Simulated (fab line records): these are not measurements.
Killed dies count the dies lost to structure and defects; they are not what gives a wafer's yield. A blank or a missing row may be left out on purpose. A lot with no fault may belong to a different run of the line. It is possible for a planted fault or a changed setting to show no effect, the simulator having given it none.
fab line records | flow n5-finfet
record: lots: 10 wafers: 30 last-day: 18
route steps=1938 shown BEOL_M4@1111 BEOL_M9@1454 BEOL_M10@1473 PASSIVATION@1936
lots that met no fault: from a run of the same line without faults
start-h: hours from the record's first day to the start of the lot's first wafer shown | wait-h: time in hours since the lot's previous step | " same as the row above | L1.1+2: one row covering several wafers at once | - value missing, or start not given | * or withheld: withheld | < > ~ a bound
route shown NAME@n: names a module that has steps shown in the file, with the first one's number in the route | usual: mean/standard deviation taken from wafers without a fault | same: alike in all rows | chamber/n: place in a boat | sites: each site's reading | _std_site: the values' standard deviation | _edge_site: mean of outer sites minus mean of inner sites | radius-mm: how far each site lies from the wafer's centre | mask NAME#n: copy n | behind: the most recent tool/chamber to have shaped the wafer | hold: why the lot went on hold/how many hours it stayed there/how the hold came to an end | device: names the non-switching transistor (n, p or np) | end of line: tests of these same wafers at the route's end | a step given without rows: its recipe and nothing more | killed: dies lost to structure and defects at the first sort, not the wafer's yield | map: dies across one wafer; x = killed, . = not, _ = none there
set.NAME: the run value of the setting; set.NAME@STEP: its run value at that earlier step | model.NAME: the simulator's own value behind a step, which no gauge read
a sample of lots followed through the steps of the route, with each step as a table and each wafer as a row
services: from which hour (start-h, from the record's first day; less than 0 if before it) a tool's chamber was out of use, for how many hours, and why
== steps ==
step: N5_BEOL_M4_RC_MEAS_101
usual: DIBL_N: 36.2/1.6 DIBL_P: 36.1/2 IOFF_N: 0.16/0.032 IOFF_P: 0.22/0.036 ION_N: 672/11 ION_P: 463/7.5 SS_N: 71.4/0.58 SS_P: 73.2/0.67 VT_N: 250/3.3 VT_P: -250/3.3
columns lot.wafer tool chamber start-h wait-h DIBL_N[mV/V] DIBL_P[mV/V] IOFF_N[nA/um] IOFF_P[nA/um] ION_N[uA/um] ION_P[uA/um] SS_N[mV/dec] SS_P[mV/dec] VT_N[mV] VT_P[mV]
L546.2 prober-02 0 172.98 0.2 36.6 37.3 0.13 0.17 652 446 71.1 72.5 254 -257
L546.3 " 0 " " 37.2 38.7 0.17 0.19 679 456 72.3 74.0 247 -251
L546.5 " 0 " " 34.5 35.6 0.12 0.15 660 444 70.7 72.3 255 -256
L550.3 prober-01 0 197.74 0.3 38.3 35.2 0.17 0.21 679 465 71.6 73.2 248 -249
L550.5 " 0 " " 35.9 32.5 0.13 0.18 662 458 71.3 71.8 248 -251
L550.6 " 0 " " 36.2 33.4 0.13 0.19 671 460 71.5 72.3 251 -250
L552.2 prober-02 0 217.83 0.2 36.2 36.8 0.15 0.20 654 455 72.1 73.0 252 -251
L552.3 " 0 " " 35.3 34.3 0.12 0.17 665 461 71.8 72.3 255 -253
L552.6 " 0 " " 37.4 39.0 0.18 0.23 671 458 71.7 74.2 248 -250
L554.1 prober-01 0 220.24 0.0 37.7 38.2 0.22 0.30 675 464 71.6 74.1 245 -245
L554.2 " 0 " " 35.6 36.0 0.17 0.24 685 471 71.0 73.0 245 -248
L554.5 " 0 " " 35.2 35.4 0.16 0.24 667 466 70.4 73.9 250 -245
L556.1 prober-02 0 234.37 0.0 36.8 37.0 0.18 0.23 673 461 71.7 73.3 248 -250
L556.5 " 0 " " 36.4 36.5 0.18 0.22 676 470 71.3 73.8 249 -251
L556.6 " 0 " " 34.8 35.0 0.15 0.21 676 465 71.6 73.7 248 -248
L559.2 prober-02 0 253.70 0.2 37.5 39.2 0.22 0.26 680 463 71.8 74.1 243 -250
L559.3 " 0 " " 39.5 41.9 0.26 0.31 693 475 73.1 74.5 243 -246
L559.5 " 0 " " 37.5 39.3 0.20 0.25 690 472 71.6 74.0 245 -250
L563.1 prober-02 0 273.13 0.0 34.6 34.6 0.12 0.18 661 458 71.6 72.5 254 -253
L563.2 " 0 " " 35.1 35.6 0.13 0.19 667 461 71.1 72.6 254 -250
L563.5 " 0 " " 36.8 38.2 0.15 0.23 679 470 72.1 73.9 251 -250
L562.1 prober-02 0 276.46 0.0 34.2 33.8 0.13 0.18 647 455 70.6 72.7 253 -253
L562.3 " 0 " " 33.3 32.6 0.13 0.17 657 459 70.6 72.4 251 -251
L562.4 " 0 " " 36.3 36.6 0.17 0.23 665 457 72.2 73.4 248 -250
L560.1 prober-01 0 278.71 0.0 34.1 34.8 0.13 0.16 669 455 71.1 72.4 252 -256
L560.3 " 0 " " 35.1 36.3 0.14 0.18 668 459 70.8 72.5 252 -256
L560.5 " 0 " " 34.9 35.6 0.13 0.17 656 444 70.9 73.1 254 -255
L569.1 prober-02 0 339.85 0.0 38.7 39.5 0.20 0.25 694 469 72.4 73.6 244 -246
L569.5 " 0 " " 36.5 37.2 0.16 0.22 679 470 72.2 73.4 250 -247
L569.6 " 0 " " 34.7 35.7 0.13 0.20 661 465 71.4 72.2 252 -252
step: N5_BEOL_M9_CD_MEAS_35
recipe: target-cd-nm: 70 target-cd-y-nm: 40 polarity: opening
usual: cd-nm: 69.5/0.67
columns lot.wafer tool chamber start-h wait-h cd-nm
L546.2 cd-sem-01 - 217.15 0.0 70.3
L546.3 " - " " 68.6
L546.5 " - " " 69.8
L550.3 cd-sem-02 - 242.14 0.0 70.3
L550.5 " - " " 69.1
L550.6 " - " " 69.3
L552.2 cd-sem-01 - 266.81 0.0 70.2
L552.3 " - " " 68.8
L552.6 " - " " 69.9
L554.1 cd-sem-01 - 268.52 0.0 69.7
L554.2 " - " " 69.6
L554.5 " - " " 70.3
L556.1 cd-sem-03 - 286.08 0.0 69.8
L556.5 " - " " 69.6
L556.6 " - " " 70.2
L559.2 cd-sem-03 - 300.76 0.0 70.0
L559.3 " - " " 68.6
L559.5 " - " " 69.4
L563.1 cd-sem-03 - 316.77 0.0 69.0
L563.2 " - " " 69.0
L563.5 " - " " 70.1
L562.1 cd-sem-03 - 317.07 0.0 68.4
L562.3 " - " " 69.9
L562.4 " - " " 69.7
L560.1 cd-sem-03 - 324.72 0.0 70.1
L560.3 " - " " 69.9
L560.5 " - " " 69.5
L569.1 cd-sem-02 - 385.58 0.0 68.5
L569.5 " - " " 69.3
L569.6 " - " " 69.1
step: N5_BEOL_M9_CURE_72
recipe: temp-c: 370 time-s: 120 ambient: DMADMS/He material: SiCOH_lowk
usual: lamp-power-pct: 52.32/0.053 wafer_temp_C_max: 371.7/0.71
columns lot.wafer tool chamber start-h wait-h lamp-power-pct wafer_temp_C_max
L546.2 uv-cure-02 0 217.24 0.1 52.32 372.3
L546.3 " 0 " " 52.25 373.2
L546.5 " 0 " " 52.34 372.5
L550.3 uv-cure-02 2 242.27 0.1 52.25 371.9
L550.5 " 2 " " 52.40 372.0
L550.6 " 2 " " 52.23 371.3
L552.2 uv-cure-01 2 267.11 0.3 52.31 371.7
L552.3 " 2 " " 52.32 371.2
L552.6 " 2 " " 52.30 371.7
L554.1 uv-cure-02 1 268.56 0.0 52.23 373.1
L554.2 " 1 " " 52.31 374.2
L554.5 " 1 " " 52.41 372.7
L556.1 uv-cure-01 2 286.12 0.0 52.37 371.2
L556.5 " 2 " " 52.36 371.7
L556.6 " 2 " " 52.43 371.6
L559.2 uv-cure-01 1 300.85 0.1 52.36 370.9
L559.3 " 1 " " 52.29 371.3
L559.5 " 1 " " 52.36 370.8
L563.1 uv-cure-03 2 316.81 0.0 52.30 371.2
L563.2 " 2 " " 52.33 371.1
L563.5 " 2 " " 52.35 371.0
L562.1 uv-cure-03 0 317.11 0.0 52.20 372.4
L562.3 " 0 " " 52.30 372.0
L562.4 " 0 " " 52.36 371.0
L560.1 uv-cure-02 2 324.77 0.0 52.33 372.3
L560.3 " 2 " " 52.31 371.4
L560.5 " 2 " " 52.25 372.6
L569.1 uv-cure-01 0 385.71 0.1 52.33 372.1
L569.5 " 0 " " 52.32 372.1
L569.6 " 0 " " 52.20 372.1
step: N5_BEOL_M9_DEP_56
recipe: material: SiCN target-thk-a: 150 temp-c: withheld precursor: 3MS/NH3 pressure-torr: 3 rf-w: 202 time-s: 26.5
usual: chamber-pressure-Torr: 3.000/0.0068 rf-fwd-power-W: 199.9/0.78 showerhead-plenum-p-Torr: 3.671/0.012 throttle-valve-pct: 9.0/0.63
columns lot.wafer tool chamber start-h wait-h chamber-pressure-Torr rf-fwd-power-W showerhead-plenum-p-Torr throttle-valve-pct
L546.2 pecvd-02 1 220.83 0.0 2.985 200.2 3.673 9.2
L546.3 " 2 " " 3.002 198.9 3.667 9.2
L546.5 " 2 " " 3.013 199.6 3.681 9.3
L550.3 pecvd-01 0 244.08 0.0 2.999 200.9 3.685 9.5
L550.5 " 0 " " 2.998 201.8 3.682 9.3
L550.6 " 2 " " 2.987 199.7 3.671 7.4
L552.2 pecvd-03 2 269.79 0.0 3.000 198.3 3.658 8.9
L552.3 " 2 " " 2.998 198.9 3.661 8.9
L552.6 " 2 " " 3.012 199.0 3.667 8.7
L554.1 pecvd-03 2 270.60 0.0 3.002 199.6 3.670 8.8
L554.2 " 1 " " 3.004 199.6 3.679 9.6
L554.5 " 1 " " 3.001 199.6 3.691 9.6
L556.1 pecvd-03 2 290.31 0.0 3.006 199.4 3.660 8.8
L556.5 " 0 " " 2.987 199.7 3.679 8.9
L556.6 " 1 " " 3.008 199.8 3.673 9.8
L559.2 pecvd-01 1 303.15 0.0 2.989 199.3 3.663 8.7
L559.3 " 1 " " 2.993 198.5 3.655 8.9
L559.5 " 2 " " 2.990 199.2 3.670 7.8
L563.1 pecvd-01 2 319.41 0.0 - - - -
L563.2 " 1 " " - - - -
L563.5 " 1 " " - - - -
L562.1 pecvd-02 1 319.58 0.0 - - - -
L562.3 " 2 " " - - - -
L562.4 " 2 " " - - - -
L560.1 pecvd-03 0 328.24 0.0 - - - -
L560.3 " 2 " " - - - -
L560.5 " 0 " " - - - -
L569.1 pecvd-03 2 388.34 0.0 2.989 199.0 3.657 9.0
L569.5 " 2 " " 2.991 199.6 3.663 8.9
L569.6 " 0 " " 3.008 200.1 3.686 9.0
step: N5_BEOL_M10_PECVD_70
recipe: material: SiO2 target-thk-a: 200 temp-c: 400 precursor: TEOS/O2 pressure-torr: 5.5 rf-w: 450 teos-flow-sccm: 53.8 gas: O2 flow-sccm: 3000 time-s: 22.7
usual: heater-power-w: 731/62 rf-fwd-power-W: 444.6/2.3 showerhead-plenum-p-Torr: 8.80/0.066 susceptor-temp-C: 400.03/0.22 throttle-valve-pct: 23.1/1.9
columns lot.wafer tool chamber start-h wait-h heater-power-w rf-fwd-power-W showerhead-plenum-p-Torr susceptor-temp-C throttle-valve-pct
L546.2 pecvd-04 1 221.59 0.0 703 439.3 8.79 400.41 22.3
L546.3 " 0 " " 781 443.1 8.77 400.07 27.7
L546.5 " 1 " " 726 441.4 8.78 400.22 22.7
L550.3 pecvd-04 0 246.30 0.0 690 441.1 8.79 400.32 27.7
L550.5 " 1 " " 609 439.9 8.77 399.96 22.6
L550.6 " 0 " " 705 441.0 8.80 399.84 27.6
L552.2 pecvd-02 0 270.60 0.0 761 444.1 8.73 399.82 24.3
L552.3 " 2 " " 768 445.2 8.82 399.83 23.1
L552.6 " 0 " " 750 444.3 8.71 400.09 24.5
L554.1 pecvd-03 2 271.39 0.0 762 443.6 8.77 400.02 21.7
L554.2 " 1 " " 658 447.7 8.90 399.95 24.0
L554.5 " 2 " " 772 445.1 8.76 400.05 21.6
L556.1 pecvd-03 0 291.10 0.0 692 444.9 8.85 399.94 21.9
L556.5 " 2 " " 698 443.5 8.77 400.24 21.6
L556.6 " 1 " " 646 448.3 8.90 400.40 23.9
L559.2 pecvd-03 2 303.93 0.0 808 443.7 8.75 400.24 21.9
L559.3 " 1 " " 697 449.4 8.91 400.03 24.1
L559.5 " 0 " " 747 444.4 8.84 400.15 22.1
L569.1 pecvd-04 1 389.12 0.0 647 438.0 8.77 399.78 22.6
L569.5 " 0 " " 769 443.5 8.75 400.08 28.0
L569.6 " 2 " " 821 444.9 8.69 399.92 21.3
step: N5_PASSIVATION_PROBE_49
usual: defect-limited-yield: 91.4/1.3 killed_at_M0_to_M3: 34/10 killed_at_M4_up: 14/5.6 killed-at-contacts: 13/5.9 killed-at-front-end: 37/9.9 killed-at-other: 3.5/2.8 killed-dies: 101/15 killed-on-rim: 13/3.9 killed-open: 67/12 killed-short: 32/6.6 sort_bin_5_function: 5.0/0.81 sort_bin_6_memory: 3.2/0.66 sort_bin_8_speed: 0.00/0.007 sort-n-pass: 1079/15 sort-yield-pct: 91.4/1.3
same: gross-dies: 1180 killed-at-back-side: 0 sort_bin_4_leakage[%]: 0
columns lot.wafer tool chamber start-h wait-h defect-limited-yield[%] killed_at_M0_to_M3 killed_at_M4_up killed-at-contacts killed-at-front-end killed-at-other killed-dies killed-on-rim killed-open killed-short sort_bin_5_function[%] sort_bin_6_memory[%] sort_bin_8_speed[%] sort-n-pass sort-yield-pct[%]
L546.2 prober-01 - 289.92 0.1 90.5 38 3 19 52 0 112 13 80 31 5.8 3.4 0.08 1067 90.4
L546.3 prober-01 - 289.97 0.1 90.8 34 13 6 55 1 109 13 69 39 5.3 3.7 0 1071 90.8
L546.5 prober-01 - 290.07 0.2 90.0 28 13 23 50 4 118 15 73 43 5.6 3.9 0 1062 90.0
L550.3 prober-02 - 308.74 0.1 91.7 29 11 19 35 4 98 13 65 32 5.1 2.8 0 1082 91.7
L550.5 prober-02 - 308.84 0.2 91.9 38 14 11 31 2 96 10 68 28 4.8 3.1 0 1084 91.9
L550.6 prober-02 - 308.89 0.3 90.8 42 15 11 41 0 109 11 81 28 6.4 2.5 0 1071 90.8
L552.2 prober-02 - 323.84 0.1 92.3 31 8 19 24 9 91 14 59 31 4.6 2.8 0 1089 92.3
L552.3 prober-02 - 323.89 0.1 91.9 29 17 16 31 2 95 9 68 27 4.7 3.3 0 1085 91.9
L552.6 prober-02 - 324.04 0.3 92.1 23 9 11 42 8 93 13 51 42 4.7 2.6 0 1087 92.1
L554.1 prober-01 - 328.61 0.0 95.2 18 11 3 24 1 57 11 38 19 2.6 1.9 0 1123 95.2
L554.2 prober-01 - 328.66 0.1 91.9 26 12 9 43 5 95 8 56 38 4.7 3.0 0 1085 91.9
L554.5 prober-01 - 328.81 0.2 93.3 17 13 6 39 4 79 10 57 22 3.6 2.9 0 1101 93.3
L556.1 prober-02 - 337.09 0.0 91.9 45 8 10 29 4 96 13 68 28 4.9 3.1 0 1084 91.9
L556.5 prober-02 - 337.29 0.2 90.5 43 18 4 46 1 112 11 78 34 5.3 4.0 0 1068 90.5
L556.6 prober-02 - 337.34 0.3 89.1 57 11 11 45 5 129 17 86 43 6.4 4.2 0 1051 89.1
L559.2 prober-02 - 359.23 0.1 93.7 18 13 22 16 5 74 7 42 32 3.4 2.7 0 1106 93.7
L559.3 prober-02 - 359.28 0.1 92.3 19 10 36 22 4 91 16 62 29 4.9 2.6 0 1089 92.3
L559.5 prober-02 - 359.38 0.2 90.8 29 10 25 44 0 108 18 66 42 5.4 3.6 0 1072 90.8
L563.1 prober-02 - 376.29 0.0 0 34 1088 13 44 1 1180 152 86 33 96.4 3.6 0 0 0
L563.2 prober-02 - 376.34 0.1 0 34 1091 18 31 6 1180 152 65 36 96.1 3.7 0 0 0
L563.5 prober-02 - 376.49 0.2 0 36 1094 18 32 0 1180 152 64 34 97.2 2.5 0 0 0
L562.1 prober-01 - 376.57 0.0 0 32 1069 18 57 4 1180 152 76 48 95.8 3.7 0 0 0
L562.3 prober-01 - 376.67 0.1 0 53 1090 11 26 0 1180 152 69 27 95.9 4.0 0 0 0
L562.4 prober-01 - 376.72 0.2 0 53 1070 15 42 0 1180 152 84 37 95.5 4.0 0 0 0
L560.1 prober-02 - 396.56 0.0 0 30 1090 14 39 7 1180 152 69 29 96.6 3.1 0 0 0
L560.3 prober-02 - 396.66 0.1 0 20 1108 18 33 1 1180 152 59 20 97.0 2.8 0 0 0
L560.5 prober-02 - 396.76 0.2 0 51 1064 10 42 13 1180 152 95 40 94.9 4.7 0 0 0
L569.1 prober-02 - 438.86 0.0 91.4 39 12 16 33 2 102 15 70 32 5.3 3.0 0 1078 91.4
L569.5 prober-02 - 439.06 0.2 91.6 37 19 20 20 3 99 13 67 30 5.0 3.1 0 1081 91.6
L569.6 prober-02 - 439.11 0.3 93.7 33 11 6 20 4 74 8 38 36 4.0 2.3 0 1106 93.7
killed by level:class
L546.2 FIN_SAQP:geometric-particle:open=16 MOL_CONTACT_COAG:geometric-particle:open=14 BEOL_M0_SAQP:geometric-particle:open=11 STI_FIN_REVEAL:geometric-particle:open=7 BEOL_M0_SAQP:geometric-particle:short=7 BEOL_M3:geometric-particle:open=7 FIN_SAQP:geometric-particle:short=6 DUMMY_GATE:geometric-particle:open=5
L546.3 FIN_SAQP:geometric-particle:open=14 STI_FIN_REVEAL:geometric-particle:open=13 BEOL_M0_SAQP:geometric-particle:open=8 BEOL_M4:geometric-particle:open=7 BEOL_M0:geometric-particle:short=7 FIN_SAQP:geometric-particle:short=6 MOL_CONTACT_COAG:geometric-particle:open=6 STARTING-WAFER:geometric-particle:short=6
L546.5 MOL_CONTACT_COAG:geometric-particle:open=16 DUMMY_GATE:geometric-particle:open=12 GATE_CUT:geometric-particle:open=8 BEOL_M0_SAQP:geometric-particle:open=8 BEOL_M4:geometric-particle:open=8 BEOL_M0_SAQP:geometric-particle:short=7 MOL_CONTACT_COAG:geometric-particle:short=7 BEOL_M1:geometric-particle:open=6
L550.3 MOL_CONTACT_COAG:geometric-particle:open=16 FIN_SAQP:geometric-particle:open=10 FIN_SAQP:geometric-particle:short=6 BEOL_M0_SAQP:geometric-particle:open=6 GATE_CUT:geometric-particle:short=5 BEOL_M0_SAQP:geometric-particle:short=5 STI_FIN_REVEAL:geometric-particle:open=4 BEOL_M4:geometric-particle:open=4
L550.5 BEOL_M3:geometric-particle:open=14 MOL_CONTACT_COAG:geometric-particle:open=10 STI_FIN_REVEAL:geometric-particle:open=8 BEOL_M4:geometric-particle:open=8 FIN_SAQP:geometric-particle:open=6 BEOL_M2:geometric-particle:open=6 BEOL_M0_SAQP:geometric-particle:short=4 BEOL_M3:geometric-particle:short=4
L550.6 FIN_SAQP:geometric-particle:open=13 STI_FIN_REVEAL:geometric-particle:open=12 BEOL_M2:geometric-particle:open=12 BEOL_M3:geometric-particle:open=8 MOL_CONTACT_COAG:geometric-particle:open=7 BEOL_M4:geometric-particle:open=6 BEOL_M1:geometric-particle:open=5 BEOL_M3:geometric-particle:short=5
L552.2 MOL_CONTACT_COAG:geometric-particle:open=16 BEOL_M0_SAQP:geometric-particle:open=12 BEOL_M0_SAQP:geometric-particle:short=8 FIN_SAQP:geometric-particle:short=6 FIN_SAQP:geometric-particle:open=4 BEOL_M4:geometric-particle:open=4 STI_FIN_REVEAL:geometric-particle:short=3 BEOL_M2:geometric-particle:open=3
L552.3 MOL_CONTACT_COAG:geometric-particle:open=16 BEOL_M0_SAQP:geometric-particle:short=9 BEOL_M0_SAQP:geometric-particle:open=8 BEOL_M4:geometric-particle:open=8 GATE_CUT:geometric-particle:short=7 BEOL_M2:geometric-particle:open=7 STI_FIN_REVEAL:geometric-particle:open=6 FIN_SAQP:geometric-particle:open=4
L552.6 FIN_SAQP:geometric-particle:open=12 MOL_CONTACT_COAG:geometric-particle:open=10 FIN_SAQP:geometric-particle:short=7 BEOL_M0_SAQP:geometric-particle:short=6 STI_FIN_REVEAL:geometric-particle:open=5 BEOL_M2:geometric-particle:short=4 BEOL_M2:geometric-particle:open=4 STI_FIN_REVEAL:geometric-particle:short=3
L554.1 FIN_SAQP:geometric-particle:open=10 GATE_CUT:geometric-particle:short=5 BEOL_M2:geometric-particle:open=5 BEOL_M4:geometric-particle:open=4 STI_FIN_REVEAL:geometric-particle:open=3 MOL_CONTACT_COAG:geometric-particle:open=3 BEOL_M0_SAQP:geometric-particle:short=3 BEOL_M1:geometric-particle:short=3
L554.2 FIN_SAQP:geometric-particle:open=19 FIN_SAQP:geometric-particle:short=10 BEOL_M4:geometric-particle:open=7 MOL_CONTACT_COAG:geometric-particle:open=6 BEOL_M0_SAQP:geometric-particle:short=6 BEOL_M2:geometric-particle:open=6 DUMMY_GATE:geometric-particle:open=5 GATE_CUT:geometric-particle:short=4
L554.5 FIN_SAQP:geometric-particle:open=18 FIN_SAQP:geometric-particle:short=11 BEOL_M5:geometric-particle:open=7 BEOL_M1:geometric-particle:open=5 MOL_CONTACT_COAG:geometric-particle:open=4 BEOL_M0_SAQP:geometric-particle:short=4 STARTING-WAFER:geometric-particle:short=3 BEOL_M0_SAQP:geometric-particle:open=3
L556.1 BEOL_M0_SAQP:geometric-particle:open=9 MOL_CONTACT_COAG:geometric-particle:open=8 BEOL_M2:geometric-particle:open=8 STI_FIN_REVEAL:geometric-particle:open=7 BEOL_M0_SAQP:geometric-particle:short=7 BEOL_M3:geometric-particle:open=7 BEOL_M1:geometric-particle:open=6 FIN_SAQP:geometric-particle:short=4
L556.5 BEOL_M2:geometric-particle:open=15 STI_FIN_REVEAL:geometric-particle:open=11 BEOL_M0_SAQP:geometric-particle:short=7 BEOL_M5:geometric-particle:open=6 FIN_SAQP:geometric-particle:open=6 BEOL_M4:geometric-particle:open=6 BEOL_M1:geometric-particle:open=5 BEOL_M3:geometric-particle:open=5
L556.6 BEOL_M0_SAQP:geometric-particle:short=14 BEOL_M0_SAQP:geometric-particle:open=13 BEOL_M1:geometric-particle:open=11 DUMMY_GATE:geometric-particle:open=9 MOL_CONTACT_COAG:geometric-particle:open=9 FIN_SAQP:geometric-particle:short=7 STI_FIN_REVEAL:geometric-particle:open=7 BEOL_M2:geometric-particle:open=7
L559.2 MOL_CONTACT_COAG:geometric-particle:open=13 MOL_CONTACT_COAG:geometric-particle:short=9 BEOL_M4:geometric-particle:open=6 BEOL_M2:geometric-particle:open=5 FIN_SAQP:geometric-particle:short=4 BEOL_M0_SAQP:geometric-particle:short=4 STI_FIN_REVEAL:geometric-particle:open=3 ILD0:geometric-particle:short=2
L559.3 MOL_CONTACT_COAG:geometric-particle:open=27 MOL_CONTACT_COAG:geometric-particle:short=9 STI_FIN_REVEAL:geometric-particle:open=7 BEOL_M1:geometric-particle:open=7 STARTING-WAFER:geometric-particle:open=4 STI_FIN_REVEAL:geometric-particle:short=3 ILD0:geometric-particle:short=3 BEOL_M0_SAQP:geometric-particle:open=3
L559.5 STI_FIN_REVEAL:geometric-particle:open=17 MOL_CONTACT_COAG:geometric-particle:open=16 FIN_SAQP:geometric-particle:short=9 MOL_CONTACT_COAG:geometric-particle:short=9 BEOL_M2:geometric-particle:open=8 BEOL_M3:geometric-particle:short=8 STI_FIN_REVEAL:geometric-particle:short=7 BEOL_M0_SAQP:geometric-particle:open=5
L563.1 BEOL_M9:area-dep=1059 BEOL_M4:geometric-particle:open=14 FIN_SAQP:geometric-particle:open=11 STI_FIN_REVEAL:geometric-particle:open=9 BEOL_M0_SAQP:geometric-particle:open=9 FIN_SAQP:geometric-particle:short=8 MOL_CONTACT_COAG:geometric-particle:open=8 BEOL_M3:geometric-particle:open=8
L563.2 BEOL_M9:area-dep=1078 MOL_CONTACT_COAG:geometric-particle:open=16 BEOL_M1:geometric-particle:open=10 GATE_CUT:geometric-particle:short=6 BEOL_M0_SAQP:geometric-particle:open=5 BEOL_M2:geometric-particle:open=5 BEOL_M4:geometric-particle:open=5 FIN_SAQP:geometric-particle:short=4
L563.5 BEOL_M9:area-dep=1080 MOL_CONTACT_COAG:geometric-particle:open=13 BEOL_M1:geometric-particle:open=7 BEOL_M2:geometric-particle:open=7 BEOL_M3:geometric-particle:open=7 STI_FIN_REVEAL:geometric-particle:open=6 GATE_CUT:geometric-particle:short=6 BEOL_M0_SAQP:geometric-particle:short=5
L562.1 BEOL_M9:area-dep=1055 STI_FIN_REVEAL:geometric-particle:open=17 MOL_CONTACT_COAG:geometric-particle:open=11 FIN_SAQP:geometric-particle:short=7 GATE_CUT:geometric-particle:short=7 MOL_CONTACT_COAG:geometric-particle:short=7 BEOL_M0_SAQP:geometric-particle:short=6 BEOL_M0_SAQP:geometric-particle:open=6
L562.3 BEOL_M9:area-dep=1084 BEOL_M0_SAQP:geometric-particle:open=12 MOL_CONTACT_COAG:geometric-particle:open=11 BEOL_M0_SAQP:geometric-particle:short=10 BEOL_M1:geometric-particle:open=8 BEOL_M3:geometric-particle:open=8 FIN_SAQP:geometric-particle:open=6 BEOL_M2:geometric-particle:open=6
L562.4 BEOL_M9:area-dep=1059 MOL_CONTACT_COAG:geometric-particle:open=14 BEOL_M0_SAQP:geometric-particle:short=14 BEOL_M0_SAQP:geometric-particle:open=13 STI_FIN_REVEAL:geometric-particle:open=12 FIN_SAQP:geometric-particle:open=7 BEOL_M1:geometric-particle:open=7 GATE_CUT:geometric-particle:short=6
L560.1 BEOL_M9:area-dep=1081 STI_FIN_REVEAL:geometric-particle:open=12 MOL_CONTACT_COAG:geometric-particle:open=12 BEOL_M0_SAQP:geometric-particle:open=10 BEOL_M0_SAQP:geometric-particle:short=7 FIN_SAQP:geometric-particle:open=4 BEOL_M1:geometric-particle:open=4 BEOL_M2:geometric-particle:open=4
L560.3 BEOL_M9:area-dep=1099 MOL_CONTACT_COAG:geometric-particle:open=16 STI_FIN_REVEAL:geometric-particle:open=12 BEOL_M1:geometric-particle:open=8 FIN_SAQP:geometric-particle:open=6 STI_FIN_REVEAL:geometric-particle:short=4 BEOL_M0_SAQP:geometric-particle:open=3 BEOL_M0_SAQP:geometric-particle:short=3
L560.5 BEOL_M9:area-dep=1045 STI_FIN_REVEAL:geometric-particle:open=15 BEOL_M0_SAQP:geometric-particle:open=11 BEOL_M0_SAQP:geometric-particle:short=10 BEOL_M1:geometric-particle:open=9 MOL_CONTACT_COAG:geometric-particle:open=9 BEOL_M4:geometric-particle:open=9 BEOL_M2:geometric-particle:open=8
L569.1 BEOL_M0_SAQP:geometric-particle:open=14 MOL_CONTACT_COAG:geometric-particle:open=13 BEOL_M0_SAQP:geometric-particle:short=13 STI_FIN_REVEAL:geometric-particle:open=8 FIN_SAQP:geometric-particle:open=7 BEOL_M3:geometric-particle:open=6 FIN_SAQP:geometric-particle:short=4 BEOL_M4:geometric-particle:open=4
L569.5 MOL_CONTACT_COAG:geometric-particle:open=16 BEOL_M0_SAQP:geometric-particle:open=15 BEOL_M4:geometric-particle:open=10 BEOL_M0_SAQP:geometric-particle:short=9 BEOL_M2:geometric-particle:open=9 FIN_SAQP:geometric-particle:short=6 STI_FIN_REVEAL:geometric-particle:open=5 MOL_CONTACT_COAG:geometric-particle:short=4
L569.6 BEOL_M0_SAQP:geometric-particle:short=17 FIN_SAQP:geometric-particle:open=6 DUMMY_GATE:geometric-particle:open=5 BEOL_M1:geometric-particle:open=4 BEOL_M0_SAQP:geometric-particle:open=4 BEOL_M2:geometric-particle:open=4 GATE_CUT:geometric-particle:short=3 MOL_CONTACT_COAG:geometric-particle:short=3
== services ==
columns tool chamber start-h hours kind
pecvd-02 - 193.63 1.1 repair
pecvd-03 - 200.41 0.4 repair
pecvd-01 2 202.38 - clean
pecvd-01 2 202.38 - consumable-replace:showerhead
pecvd-01 2 202.38 29.0 scheduled-down
pecvd-01 2 202.38 29.0 vent-cycle
pecvd-03 0 214.70 6.0 repair
uv-cure-03 - 220.92 7.5 pm
pecvd-02 2 227.03 2.5 repair
pecvd-04 - 229.60 7.4 repair
uv-cure-01 - 267.92 2.1 pm
pecvd-01 0 272.18 70.1 repair
uv-cure-01 - 307.00 3.4 pm
pecvd-03 - 309.27 0.5 repair
uv-cure-03 - 311.58 2.1 pm
pecvd-04 - 319.34 11.9 repair
pecvd-02 - 326.81 1.8 repair
pecvd-03 1 335.09 5.5 scheduled-down
uv-cure-01 - 354.79 7.5 pm
pecvd-03 - 358.62 2.8 repair
pecvd-03 1 383.62 - clean
pecvd-03 1 383.62 - consumable-replace:showerhead
pecvd-03 1 383.62 29.0 scheduled-down
pecvd-03 1 383.62 29.0 vent-cycle
== key ==
first-sign: step: N5_BEOL_M9_DEP_56 reading: tool-record direction: missing
effect: step: N5_PASSIVATION_PROBE_49 reading: killed_at_M4_up direction: up sigmas: 99+ usual: 14 struck: 1085
more-kills-born-at: N5_BEOL_M9_DEP_56@pecvd-03: 3225 N5_BEOL_M9_DEP_56@pecvd-01: 3217 N5_BEOL_M9_DEP_56@pecvd-02: 3198
met-at N5_BEOL_M9_DEP_56
struck-lots L560,L562,L563
later-rows-left-out L560.1,L560.3,L560.5,L562.1,L562.3,L562.4,L563.1,L563.2,L563.5
not-acting-at N5_BEOL_M9_CD_MEAS_35,N5_BEOL_M9_CURE_72,N5_BEOL_M10_PECVD_70
onset-between 303.15 319.41
fault: kind: skipped-step-whole tool: pecvd-01,pecvd-02,pecvd-03 chamber: - onset-h: 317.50 steps: N5_BEOL_M9_DEP_56 scope: struck-lots-only
later-rows-left-out: the simulator's readings of these wafers behind a module that went badly wrong aren't trusted and aren't shown, but for the sort
